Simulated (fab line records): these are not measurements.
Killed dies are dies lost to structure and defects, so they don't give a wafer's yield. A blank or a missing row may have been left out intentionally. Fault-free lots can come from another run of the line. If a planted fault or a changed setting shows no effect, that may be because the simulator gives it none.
Matching of chambers || flow n5_finfet || N5_BEOL_M1_ILD_DEP_00 on pecvd-04: 3 sister chambers
The step deposits SiOC from DEMS/O2, target thk 79 nm, time 15.3 s. 6 wafers are shown with their chamber, then 11 later ones without.

WAFERS PAIRED WITH THEIR CHAMBERS
{"wafer": "L087.5", "chamber": 0, "throttle_valve_pct (%)": 12.1, "showerhead_plenum_p_Torr (Torr)": 5.710}
{"wafer": "L087.6", "chamber": 2, "throttle_valve_pct (%)": 11.6, "showerhead_plenum_p_Torr (Torr)": 5.696}
{"wafer": "L088.1", "chamber": 2, "throttle_valve_pct (%)": 11.4, "showerhead_plenum_p_Torr (Torr)": 5.688}
{"wafer": "L088.3", "chamber": 1, "throttle_valve_pct (%)": 12.6, "showerhead_plenum_p_Torr (Torr)": 5.715}
{"wafer": "L088.4", "chamber": 1, "throttle_valve_pct (%)": 12.6, "showerhead_plenum_p_Torr (Torr)": 5.716}
{"wafer": "L091.2", "chamber": 0, "throttle_valve_pct (%)": 11.6, "showerhead_plenum_p_Torr (Torr)": 5.690}

WAFERS MISSING THEIR CHAMBER
{"wafer": "L091.3", "throttle_valve_pct (%)": 12.9, "showerhead_plenum_p_Torr (Torr)": 5.720}
{"wafer": "L091.6", "throttle_valve_pct (%)": 12.6, "showerhead_plenum_p_Torr (Torr)": 5.717}
{"wafer": "L092.1", "throttle_valve_pct (%)": 11.6, "showerhead_plenum_p_Torr (Torr)": 5.700}
{"wafer": "L092.2", "throttle_valve_pct (%)": 12.7, "showerhead_plenum_p_Torr (Torr)": 5.735}
{"wafer": "L092.3", "throttle_valve_pct (%)": 11.7, "showerhead_plenum_p_Torr (Torr)": 5.692}
{"wafer": "L093.3", "throttle_valve_pct (%)": 11.6, "showerhead_plenum_p_Torr (Torr)": 5.694}
{"wafer": "L093.4", "throttle_valve_pct (%)": 11.6, "showerhead_plenum_p_Torr (Torr)": 5.686}
{"wafer": "L093.6", "throttle_valve_pct (%)": 12.7, "showerhead_plenum_p_Torr (Torr)": 5.723}
{"wafer": "L097.3", "throttle_valve_pct (%)": 13.0, "showerhead_plenum_p_Torr (Torr)": 5.720}
{"wafer": "L097.5", "throttle_valve_pct (%)": 12.7, "showerhead_plenum_p_Torr (Torr)": 5.719}
{"wafer": "L097.6", "throttle_valve_pct (%)": 11.8, "showerhead_plenum_p_Torr (Torr)": 5.708}

WHICH CHAMBER EACH WENT THROUGH
{"wafer": "L091.3", "from the rows above": 1, "in truth": 1}
{"wafer": "L091.6", "from the rows above": 1, "in truth": 1}
{"wafer": "L092.1", "from the rows above": "can't be placed: 2 or 0", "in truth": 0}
{"wafer": "L092.2", "from the rows above": 1, "in truth": 1}
{"wafer": "L092.3", "from the rows above": "can't be placed: 2 or 0", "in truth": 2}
{"wafer": "L093.3", "from the rows above": "can't be placed: 2 or 0", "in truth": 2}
{"wafer": "L093.4", "from the rows above": "can't be placed: 2 or 0", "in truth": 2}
{"wafer": "L093.6", "from the rows above": 1, "in truth": 1}
{"wafer": "L097.3", "from the rows above": 1, "in truth": 1}
{"wafer": "L097.5", "from the rows above": 1, "in truth": 1}
{"wafer": "L097.6", "from the rows above": "can't be placed: 0 or 2", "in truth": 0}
Placed correctly: 6 of 11. Unplaceable from these rows: 5, with the true chamber sitting among the candidates in 5. Wrongly placed: 0.
How it was worked out, from the rows above alone: a wafer's distance from a chamber is the root of the sum, over the readings, of the square of ((its reading less the chamber's mean) divided by the reading's scatter). The wafer belongs to the nearest chamber; if the next one is less than 2 further off, it can't be placed. For every chamber, the mean is computed from those of its wafers that are shown. The scatter is the square root of a quotient: the sum, over the shown wafers, of each reading's squared deviation from its chamber's mean, divided by wafers minus chambers.
